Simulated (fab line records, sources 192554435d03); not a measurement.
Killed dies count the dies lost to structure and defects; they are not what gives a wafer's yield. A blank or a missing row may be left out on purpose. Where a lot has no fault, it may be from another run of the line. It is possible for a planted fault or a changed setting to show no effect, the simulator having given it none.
Lot-split experiment -- flow n5 finfet -- 7 lots, 39 wafers read, on a route of 1938 steps

## THE SPLIT ITSELF
At N5_HKMG_FIN_ALD_79 (deposits TiN, target thk 1.5 nm, pulse time 1 s, purge time 3 s), the setting ald cycles was moved away from the recipe's 68 on 9 of the 39 wafers read, by -51.5% to +52.9%. The other wafers ran this setting at the recipe's value.

## FROM THE SPLIT TO THE READING: what the file shows between them, 3 steps
- N5_HKMG_FIN_CVD_62: deposits a-Si from Si2H6, target thk 3 nm, time 20.8 s
- N5_HKMG_FIN_RTA_80: time 2 s
- N5_HKMG_FIN_PRECLEAN_64: cleans in dHF, time 30 s

## THE READING
TiN_of_HKMG_FIN_ALD_79.thk nm (the simulator's own value, which no gauge read), in nm, at N5_HKMG_FIN_WET_ETCH_65 (etches a-Si in TMAH, stops on TiN, time 49 s, target depth 3 nm). No usual value for it is given in the file. Here, 30 wafers ran the recipe; their average is 1.2 nm with a standard deviation of 0.08 nm.

wafer,"tool, chamber at the split",ald cycles as run,against the recipe,"TiN_of_HKMG_FIN_ALD_79.thk nm, nm",against lot-mates on the recipe
L074.1,"ald metal-03, 2,1,0,3,0,3",68,recipe,1.4,-
L074.3,"ald metal-03, 2,1,0,3,0,3",68,recipe,1.4,-
L074.2,"ald metal-03, 2,1,0,3,0,3",68,recipe,1.2,-
L074.4,"ald metal-03, 2,1,0,3,0,3",68,recipe,1.2,-
L074.5,"ald metal-03, 2,1,0,3,0,3",68,recipe,1.2,-
L074.6,"ald metal-03, 2,1,0,3,0,3",68,recipe,1.2,-
L075.1,"ald metal-03, 3,2,0",68,recipe,1.4,-
L075.3,"ald metal-03, 3,2,0",68,recipe,1.4,-
L075.4,"ald metal-03, 3,2,0",68,recipe,1.4,-
L078.1,"ald metal-03, 2,3,3",33,-51.5%,0.6,-0.6
L078.2,"ald metal-03, 2,3,3",33,-51.5%,0.6,-0.6
L078.6,"ald metal-03, 2,3,3",33,-51.5%,0.6,-0.6
L078.3,"ald metal-03, 1,0,0",68,recipe,1.2,-
L078.4,"ald metal-03, 1,0,0",68,recipe,1.2,-
L078.5,"ald metal-03, 1,0,0",68,recipe,1.2,-
L080.1,"ald metal-01, 0,2",68,recipe,1.2,-
L080.3,"ald metal-01, 1,3,2,3",68,recipe,1.2,-
L080.4,"ald metal-01, 1,3,2,3",68,recipe,1.2,-
L080.5,"ald metal-01, 1,3,2,3",68,recipe,1.2,-
L080.6,"ald metal-01, 1,3,2,3",68,recipe,1.2,-
L080.2,"ald metal-01, 0,2",68,recipe,1.4,-
L082.1,"ald metal-01, 0,1,0",34,-50.0%,0.6,-0.6
L082.4,"ald metal-01, 0,1,0",34,-50.0%,0.6,-0.6
L082.5,"ald metal-01, 0,1,0",34,-50.0%,0.6,-0.6
L082.2,"ald metal-01, 2,1",68,recipe,1.2,-
L082.3,"ald metal-01, 3",68,recipe,1.2,-
L082.6,"ald metal-01, 2,1",68,recipe,1.2,-
L091.1,"ald metal-01, 0,2,1,3,0,1",68,recipe,1.2,-
L091.2,"ald metal-01, 0,2,1,3,0,1",68,recipe,1.2,-
L091.3,"ald metal-01, 0,2,1,3,0,1",68,recipe,1.2,-
L091.4,"ald metal-01, 0,2,1,3,0,1",68,recipe,1.2,-
L091.5,"ald metal-01, 0,2,1,3,0,1",68,recipe,1.2,-
L091.6,"ald metal-01, 0,2,1,3,0,1",68,recipe,1.2,-
L094.1,"ald metal-01, 1,2,2",104,+52.9%,2,+0.8
L094.4,"ald metal-01, 1,2,2",104,+52.9%,2,+0.8
L094.6,"ald metal-01, 1,2,2",104,+52.9%,2,+0.8
L094.2,"ald metal-01, 0,3,1",68,recipe,1.2,-
L094.3,"ald metal-01, 0,3,1",68,recipe,1.2,-
L094.5,"ald metal-01, 0,3,1",68,recipe,1.2,-
The file does not say which wafer passed through which chamber wherever a row lists several chambers: such a row stands for several wafers.

FIT RESULTS
A straight line over all 39 wafers: TiN_of_HKMG_FIN_ALD_79.thk nm changes by +0.0133 nm for each +1% of ald cycles; r = +0.98; the points scatter about the line by 0.075 nm.
The same after taking each lot's own level away (the mean of its wafers on the recipe; 39 wafers): +0.0131 nm for each +1%; r = +0.98; scatter 0.06 nm.
That fit puts the effect of the largest move of ald cycles on the reading at 0.69 nm.
The span of the lots' own levels, 1.20 to 1.40 nm, comes to 2.5 times the standard deviation stated above.
Consequently the slope shifts little with the lot-to-lot level, the two slopes agreeing.
Check: +0.694 nm against its lot-mates is what the line predicts for one of the wafers moved furthest among these (+52.9%) when that wafer is left out of the fit. It came out at +0.8 nm against them.

## OTHER SPLITS APPLIED TO THESE WAFERS
These wafers also went through other splits before the reading. Each is held against what the fit with the lots' levels taken away leaves over:
other split on the same wafers,wafers away from the commonest value,r with TiN_of_HKMG_FIN_ALD_79.thk nm (lot level and that fit taken away)
N5_ZERO_LAYER_DEVELOP_10 develop time s,12,-0.02
N5_SD_EPI_P_EPI_21 time s,15,+0.17

## THE WHOLE CHAIN: every reading that the file lists as answering this split, in the file's order
step,what it does,reading,change (the file's fit),r (the file's)
N5_HKMG_FIN_ALD_79,"deposits TiN, target thk 1.5 nm, pulse time 1 s, purge time 3 s","TiN_of_HKMG_FIN_ALD_79.thk nm (the simulator's own value, which no gauge read)",+0.0151 nm for each +1% of the setting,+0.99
N5_HKMG_FIN_WET_ETCH_65,"etches a-Si in TMAH, stops on TiN, time 49 s, target depth 3 nm","TiN_of_HKMG_FIN_ALD_79.thk nm (the simulator's own value, which no gauge read)",+0.013 nm for each +1% of the setting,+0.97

## THE FILE'S OWN FIT
TiN_of_HKMG_FIN_ALD_79.thk nm changes by +0.013 nm for each +1% of ald cycles, r = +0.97.
